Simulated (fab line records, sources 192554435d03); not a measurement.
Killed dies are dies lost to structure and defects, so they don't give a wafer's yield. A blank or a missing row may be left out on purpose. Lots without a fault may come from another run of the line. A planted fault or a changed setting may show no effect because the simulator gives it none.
Chamber matching | flow n5_finfet | N5_BEOL_M8_STRIP_19 on rie_diel-06: 4 sister chambers
The step strips in O2. 4 wafers are shown with their chamber, then 9 later ones without.

WAFERS WITH THEIR CHAMBER
wafer  | chamber | showerhead_plenum_p_Torr (Torr)
L077.4 | 3       | 1.97
L080.4 | 2       | 2.00
L093.5 | 1       | 2.21
L093.6 | 0       | 2.09

WAFERS WITHOUT THEIR CHAMBER
wafer  | showerhead_plenum_p_Torr (Torr)
L092.2 | 1.99
L092.4 | 2.22
L092.5 | 2.22
L094.1 | 1.99
L094.3 | 2.09
L094.4 | 2.22
L096.1 | 2.22
L096.3 | 2.08
L096.6 | 2.22

WHICH CHAMBER EACH WENT THROUGH
wafer  | from the rows above     | in truth
L092.2 | can't be placed: 2 or 3 | 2
L092.4 | 1                       | 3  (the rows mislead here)
L092.5 | 1                       | 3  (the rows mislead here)
L094.1 | can't be placed: 2 or 3 | 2
L094.3 | 0                       | 0
L094.4 | 1                       | 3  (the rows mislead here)
L096.1 | 1                       | 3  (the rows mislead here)
L096.3 | 0                       | 0
L096.6 | 1                       | 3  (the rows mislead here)
Placed correctly: 2 of 9. Can't be placed from these rows: 2 (the true chamber is among the candidates in 2). Placed wrongly: 5.
How it was worked out, from the rows above alone: a wafer's distance from a chamber is the root of the sum, over the readings, of the square of ((its reading less the chamber's mean) divided by the reading's scatter). The wafer belongs to the nearest chamber; if the next one is less than 2 further off, it can't be placed. A chamber's mean is the mean of its shown wafers. The scatter: with one shown wafer a chamber, the root of the mean of the squares of how far each hidden wafer lies from its nearest shown one.
